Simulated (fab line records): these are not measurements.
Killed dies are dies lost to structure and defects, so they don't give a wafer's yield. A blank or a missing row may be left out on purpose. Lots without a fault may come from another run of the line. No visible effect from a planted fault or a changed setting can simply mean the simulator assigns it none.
fab line records | flow n5-finfet | part 2 of 2: steps 21 to 27 of 27
record lots=5 | wafers=15 | last-day=18
route steps=1938 shown BEOL_M9@1419
lots untouched by any fault: they come from a run of this same line in which no faults occurred
start-h: hours from the record's opening day to when the first of the lot's shown wafers began | wait-h: how many hours have passed since the lot's step before this one | " the same as in the row above | L1.1+2: several wafers, shown together as one row | - no value, or no start given | * or withheld: withheld | < > ~ a bound
route shown NAME@n: NAME is a module with steps in the file, n the number in the route of the first one | usual: mean/standard deviation taken from wafers without a fault | same: alike in all rows | chamber/n: place in a boat | sites: each site's reading | _std_site: the values' standard deviation | _edge_site: the outer-site mean with the inner-site mean subtracted | radius-mm: how far each site lies from the wafer's centre | mask NAME#n: copy n | behind: the tool/chamber that last shaped the wafer | hold: what put the lot on hold/how long, in hours/how the hold closed | device: whichever transistor did not switch (one of n, p or np) | end of line: tests run on the same wafers once the route is complete | step lacking rows: just its recipe | killed: dies lost to structure and defects at the first sort, not the wafer's yield | map: a wafer's dies, marking killed ones x, the rest . and places with no die _
set.NAME: the run value of the setting; set.NAME@STEP: its run value at that earlier step | model.NAME: the simulator's own value behind a step, which no gauge read
lots at selected steps of the route; one table per step, one row per wafer
services: from which hour (start-h, from the record's first day; less than 0 if before it) a tool's chamber was out of use, for how many hours, and why
## steps
# step N5_BEOL_M9_ETCH_65
# recipe chemistry=CF4 | target=SiARC | target-depth-a=156 | mask-material=CAR-EUV | time-s=26 | ion-energy-ev=80 | pressure-mtorr=40 | source-w=545 | bias-w=36 | Ar_flow_sccm=100 | cf4-flow-sccm=100 | ends=cleared
# usual drypump-motor-current-A=5.6/0.55 | etch-rf-on-time-s=26.0/0.66 | mfc-ar-sccm=100.0/0.32 | oes-product-au=0.66/0.067 | rf-vpp-V=183.9/1.1 | showerhead-plenum-p-Torr=2.13/0.063 | throttle-valve-pct=15.61/0.27
lot.wafer | tool        | chamber | start-h | wait-h | drypump-motor-current-A | etch-rf-on-time-s | mfc-ar-sccm | oes-product-au | rf-hours-counter-h | rf-vpp-V | showerhead-plenum-p-Torr | throttle-valve-pct
L080.2    | rie-diel-01 | 3       | 248.82  | 0.0    | 5.9                     | 27.1              | 100.6       | 0.61           | 210                | 183.8    | 2.04                     | 15.74
L080.3    | "           | 2       | "       | "      | 6.0                     | 25.1              | 99.4        | 0.68           | 109                | 185.0    | 2.17                     | 15.72
L080.6    | "           | 3       | "       | "      | 5.9                     | 26.9              | 100.0       | 0.61           | -                  | 183.6    | 2.04                     | 15.75
L086.2    | rie-diel-03 | 3       | 302.69  | 0.0    | 5.5                     | 25.7              | 100.0       | 0.58           | 249                | 183.8    | 2.19                     | 15.90
L086.5    | "           | 3       | "       | "      | 5.4                     | 25.8              | 100.1       | 0.58           | -                  | 185.0    | 2.19                     | 15.90
L086.6    | "           | 0       | "       | "      | 6.5                     | 26.0              | 100.0       | 0.77           | -                  | 184.6    | 2.17                     | 15.14
L092.4    | rie-diel-06 | 0       | 330.65  | 0.0    | 6.2                     | 26.6              | 99.5        | 0.61           | -                  | 183.4    | 2.04                     | 15.88
L092.5    | "           | 3       | "       | "      | 5.7                     | 26.1              | 100.2       | 0.64           | -                  | 186.1    | 2.22                     | 15.66
L092.6    | "           | 2       | "       | "      | 4.9                     | 25.8              | 100.0       | 0.71           | -                  | 184.3    | 2.08                     | 15.18
L095.2    | rie-diel-06 | 2       | 345.52  | 0.0    | 5.0                     | 25.9              | 100.3       | 0.70           | 83                 | 184.2    | 2.08                     | 15.18
L095.4    | "           | 0       | "       | "      | 6.2                     | 26.7              | 100.0       | 0.61           | 217                | 184.2    | 2.03                     | 15.89
L095.5    | "           | 0       | "       | "      | 6.2                     | 26.7              | 100.1       | 0.61           | -                  | 182.7    | 2.03                     | 15.91
L097.2    | rie-diel-01 | 3       | 361.18  | 0.0    | 5.9                     | 27.3              | 100.5       | 0.59           | 236                | 182.5    | 2.03                     | 15.80
L097.4    | "           | 0       | "       | "      | 5.2                     | 25.3              | 100.4       | 0.63           | 200                | 182.9    | 2.13                     | 16.02
L097.5    | "           | 0       | "       | "      | 5.2                     | 25.0              | 100.6       | 0.63           | -                  | 184.9    | 2.13                     | 16.02
# step N5_BEOL_M9_ETCH_66
# recipe chemistry=N2/H2 | target=SOC | target-depth-a=800 | overetch-a=160 | mask-material=SiARC | temp-c=40 | time-s=120 | ion-energy-ev=200 | pressure-mtorr=30 | source-w=840 | bias-w=150 | n2-flow-sccm=200 | h2-flow-sccm=200
# usual drypump-motor-current-A=5.6/0.55 | h2-flow-sccm=200.1/0.6 | oes-product-au=0.59/0.057 | rf-vpp-V=523.3/2.4 | showerhead-plenum-p-Torr=2.52/0.078 | throttle-valve-pct=17.80/0.23
lot.wafer | tool        | chamber | start-h | wait-h | drypump-motor-current-A | h2-flow-sccm | oes-product-au | rf-hours-counter-h | rf-vpp-V | showerhead-plenum-p-Torr | throttle-valve-pct
L080.2    | rie-diel-01 | 3       | 248.84  | 0.0    | 5.9                     | 200.7        | 0.56           | 210                | 519.4    | 2.43                     | 18.06
L080.3    | "           | 2       | "       | "      | 6.0                     | 200.2        | 0.60           | 109                | 523.0    | 2.55                     | 17.81
L080.6    | "           | 3       | "       | "      | 5.9                     | 200.3        | 0.56           | -                  | 520.5    | 2.43                     | 18.07
L086.2    | rie-diel-03 | 3       | 302.72  | 0.0    | 5.4                     | 199.9        | 0.51           | 249                | 525.6    | 2.61                     | 18.11
L086.5    | "           | 3       | "       | "      | 5.4                     | 200.1        | 0.52           | -                  | 525.5    | 2.61                     | 18.10
L086.6    | "           | 0       | "       | "      | 6.5                     | 199.2        | 0.69           | -                  | 524.6    | 2.60                     | 17.61
L092.4    | rie-diel-06 | 0       | 330.70  | 0.0    | 6.2                     | 200.4        | 0.56           | -                  | 520.9    | 2.39                     | 17.99
L092.5    | "           | 3       | "       | "      | 5.7                     | 201.3        | 0.57           | -                  | 526.9    | 2.64                     | 17.72
L092.6    | "           | 2       | "       | "      | 5.0                     | 199.2        | 0.63           | -                  | 522.5    | 2.47                     | 17.46
L095.2    | rie-diel-06 | 2       | 345.55  | 0.0    | 5.0                     | 200.6        | 0.63           | 83                 | 521.4    | 2.47                     | 17.49
L095.4    | "           | 0       | "       | "      | 6.3                     | 199.2        | 0.56           | 217                | 521.2    | 2.39                     | 17.98
L095.5    | "           | 0       | "       | "      | 6.2                     | 200.3        | 0.56           | -                  | 519.6    | 2.39                     | 18.01
L097.2    | rie-diel-01 | 3       | 361.21  | 0.0    | 5.9                     | 199.7        | 0.55           | 236                | 521.3    | 2.42                     | 18.12
L097.4    | "           | 0       | "       | "      | 5.2                     | 199.5        | 0.55           | 200                | 521.5    | 2.52                     | 18.15
L097.5    | "           | 0       | "       | "      | 5.2                     | 200.6        | 0.55           | -                  | 522.8    | 2.52                     | 18.15
# step N5_BEOL_M9_STRIP_69
# recipe chemistry=N2/H2 | temp-c=40 | n2-flow-sccm=200 | h2-flow-sccm=200 | rf-frequency-hz=6e+07
lot.wafer  | tool        | chamber | start-h | wait-h
L080.2+3+6 | rie-diel-01 | 3,2,3   | 248.93  | 0.0
L086.2+5+6 | rie-diel-03 | 3,3,0   | 302.80  | 0.0
L092.4+5+6 | rie-diel-06 | 0,3,2   | 330.75  | 0.0
L095.2+4+5 | rie-diel-06 | 2,0,0   | 345.63  | 0.0
L097.2+4+5 | rie-diel-01 | 3,0,0   | 361.29  | 0.0
# step N5_BEOL_M9_STRIP_77
# recipe chemistry=N2/H2 | temp-c=40 | n2-flow-sccm=200 | h2-flow-sccm=200 | rf-frequency-hz=6e+07
lot.wafer  | tool        | chamber | start-h | wait-h
L080.2+3+6 | rie-diel-01 | 3,2,3   | 248.94  | 0.0
L086.2+5+6 | rie-diel-03 | 3,3,0   | 302.81  | 0.0
L092.4+5+6 | rie-diel-06 | 0,3,2   | 330.76  | 0.0
L095.2+4+5 | rie-diel-06 | 2,0,0   | 345.64  | 0.0
L097.2+4+5 | rie-diel-01 | 3,0,0   | 361.30  | 0.0
# step N5_BEOL_M9_VIA_ETCH_34
# recipe chemistry=C4F6/O2 | target=SiCOH_lowk | target-depth-a=1824 | mask-material=SOC | taper-deg=4 | time-s=68.4 | ion-energy-ev=250 | pressure-mtorr=30 | source-w=345 | bias-w=185 | Ar_flow_sccm=300 | C4F6_flow_sccm=10 | O2_flow_sccm=10
# usual drypump-motor-current-A=5.6/0.55 | mfc-ar-sccm=300.0/0.85 | oes-product-au=0.78/0.08 | rf-vpp-V=664/17 | showerhead-plenum-p-Torr=2.83/0.081 | throttle-valve-pct=20.89/0.25
lot.wafer | tool        | chamber | start-h | wait-h | drypump-motor-current-A | mfc-ar-sccm | oes-product-au | rf-hours-counter-h | rf-vpp-V | showerhead-plenum-p-Torr | throttle-valve-pct
L080.2    | rie-diel-01 | 3       | 248.95  | 0.0    | 5.9                     | 301.9       | 0.71           | 210                | 651      | 2.71                     | 21.02
L080.3    | "           | 2       | "       | "      | 6.0                     | 299.7       | 0.79           | 109                | 653      | 2.89                     | 21.06
L080.6    | "           | 3       | "       | "      | 5.9                     | 300.5       | 0.72           | -                  | 653      | 2.71                     | 21.04
L086.2    | rie-diel-03 | 3       | 302.82  | 0.0    | 5.4                     | 300.5       | 0.67           | 250                | 655      | 2.91                     | 21.12
L086.5    | "           | 3       | "       | "      | 5.4                     | 300.3       | 0.68           | -                  | 655      | 2.91                     | 21.12
L086.6    | "           | 0       | "       | "      | 6.5                     | 298.6       | 0.90           | -                  | 686      | 2.89                     | 20.46
L092.4    | rie-diel-06 | 0       | 330.79  | 0.0    | 6.2                     | 298.6       | 0.72           | -                  | 668      | 2.71                     | 21.17
L092.5    | "           | 3       | "       | "      | 5.7                     | 299.5       | 0.75           | -                  | 700      | 2.95                     | 20.86
L092.6    | "           | 2       | "       | "      | 5.0                     | 300.0       | 0.84           | -                  | 677      | 2.77                     | 20.50
L095.2    | rie-diel-06 | 2       | 345.65  | 0.0    | 4.9                     | 299.1       | 0.83           | 83                 | 676      | 2.77                     | 20.51
L095.4    | "           | 0       | "       | "      | 6.2                     | 300.1       | 0.72           | 218                | 667      | 2.71                     | 21.18
L095.5    | "           | 0       | "       | "      | 6.2                     | 300.1       | 0.72           | -                  | 668      | 2.71                     | 21.18
L097.2    | rie-diel-01 | 3       | 361.31  | 0.0    | 5.9                     | 300.8       | 0.70           | 236                | 653      | 2.70                     | 21.08
L097.4    | "           | 0       | "       | "      | 5.2                     | 299.8       | 0.73           | 200                | 653      | 2.83                     | 21.30
L097.5    | "           | 0       | "       | "      | 5.2                     | 299.0       | 0.73           | -                  | 653      | 2.83                     | 21.31
# step N5_BEOL_M9_STRIP_73
# recipe chemistry=C4F6/O2 | resist=SiARC | rf-frequency-hz=6e+07
lot.wafer  | tool        | chamber | start-h | wait-h
L080.2+3+6 | rie-diel-01 | 3,2,3   | 249.00  | 0.0
L086.2+5+6 | rie-diel-03 | 3,3,0   | 302.87  | 0.0
L092.4+5+6 | rie-diel-06 | 0,3,2   | 330.82  | 0.0
L095.2+4+5 | rie-diel-06 | 2,0,0   | 345.70  | 0.0
L097.2+4+5 | rie-diel-01 | 3,0,0   | 361.36  | 0.0
# step N5_BEOL_M9_STRIP_36
# recipe chemistry=N2/H2 | power-w=450 | temp-c=40 | pressure-mtorr=20 | rf-frequency-hz=6e+07 | overash-fraction=0.3 | bias-power-w=7 | h2-frac=0.5 | n2-flow-sccm=200 | h2-flow-sccm=200
# usual drypump-motor-current-A=5.6/0.54 | h2-flow-sccm=200.0/0.64 | oes-product-au=0.78/0.081 | rf-vpp-V=59.2/1.4 | showerhead-plenum-p-Torr=2.52/0.078 | throttle-valve-pct=23.61/0.26
lot.wafer | tool        | chamber | start-h | wait-h | drypump-motor-current-A | h2-flow-sccm | oes-product-au | rf-hours-counter-h | rf-vpp-V | showerhead-plenum-p-Torr | throttle-valve-pct
L080.2    | rie-diel-01 | 3       | 249.01  | 0.0    | 5.9                     | 200.9        | 0.73           | 210                | 58.7     | 2.43                     | 23.99
L080.3    | "           | 2       | "       | "      | 6.0                     | 200.7        | 0.78           | 109                | 62.5     | 2.54                     | 23.68
L080.6    | "           | 3       | "       | "      | 5.9                     | 200.0        | 0.72           | -                  | 57.1     | 2.43                     | 23.99
L086.2    | rie-diel-03 | 3       | 302.88  | 0.0    | 5.4                     | 199.2        | 0.67           | 250                | 56.5     | 2.61                     | 23.80
L086.5    | "           | 3       | "       | "      | 5.4                     | 199.2        | 0.68           | -                  | 60.8     | 2.61                     | 23.82
L086.6    | "           | 0       | "       | "      | 6.5                     | 199.2        | 0.91           | -                  | 58.3     | 2.60                     | 23.66
L092.4    | rie-diel-06 | 0       | 330.84  | 0.0    | 6.2                     | 200.3        | 0.72           | -                  | 58.1     | 2.39                     | 23.73
L092.5    | "           | 3       | "       | "      | 5.7                     | 201.2        | 0.76           | -                  | 58.4     | 2.63                     | 23.35
L092.6    | "           | 2       | "       | "      | 5.0                     | 199.7        | 0.84           | -                  | 58.4     | 2.47                     | 23.32
L095.2    | rie-diel-06 | 2       | 345.71  | 0.0    | 5.0                     | 200.6        | 0.84           | 83                 | 58.4     | 2.47                     | 23.34
L095.4    | "           | 0       | "       | "      | 6.3                     | 199.7        | 0.71           | 218                | 59.8     | 2.39                     | 23.73
L095.5    | "           | 0       | "       | "      | 6.3                     | 200.2        | 0.71           | -                  | 56.6     | 2.39                     | 23.72
L097.2    | rie-diel-01 | 3       | 361.37  | 0.0    | 5.9                     | 201.0        | 0.71           | 237                | 58.6     | 2.42                     | 24.02
L097.4    | "           | 0       | "       | "      | 5.2                     | 200.1        | 0.72           | 200                | 59.0     | 2.52                     | 23.99
L097.5    | "           | 0       | "       | "      | 5.2                     | 201.0        | 0.73           | -                  | 58.0     | 2.51                     | 24.02
## services
tool           | chamber | start-h | hours | kind
euv-scanner-01 | -       | 224.93  | 107.6 | repair
rie-diel-01    | 1       | 226.18  | 3.6   | repair
rie-diel-01    | 0       | 241.59  | 12.8  | repair
rie-diel-03    | 2       | 266.47  | 4.2   | repair
euv-scanner-02 | -       | 272.16  | 1.0   | pm
rie-metal-01   | 1       | 276.01  | 6.2   | repair
rie-diel-06    | 1       | 290.13  | 8.6   | repair
rie-diel-01    | -       | 294.76  | 1.2   | repair
rie-diel-03    | 3       | 303.82  | -     | clean
rie-diel-03    | 3       | 303.82  | -     | consumable-replace:focus-ring
rie-diel-03    | 3       | 303.82  | 16.7  | scheduled-down
rie-diel-03    | 3       | 303.82  | 16.7  | vent-cycle
rie-diel-06    | 1       | 312.47  | -     | clean
rie-diel-06    | 1       | 312.47  | -     | consumable-replace:focus-ring
rie-diel-06    | 1       | 312.47  | 21.9  | scheduled-down
rie-diel-06    | 1       | 312.47  | 21.9  | vent-cycle
rie-metal-02   | 0       | 320.82  | 3.8   | repair
euv-scanner-02 | -       | 328.31  | 1.0   | pm
euv-scanner-01 | -       | 332.53  | 4.6   | pm
euv-scanner-01 | -       | 338.14  | 1.0   | pm
euv-scanner-02 | -       | 339.15  | 4.6   | pm
rie-metal-03   | -       | 350.73  | 2.8   | pm
rie-diel-03    | -       | 357.61  | 13.2  | repair
euv-scanner-01 | -       | 360.15  | 1.0   | pm
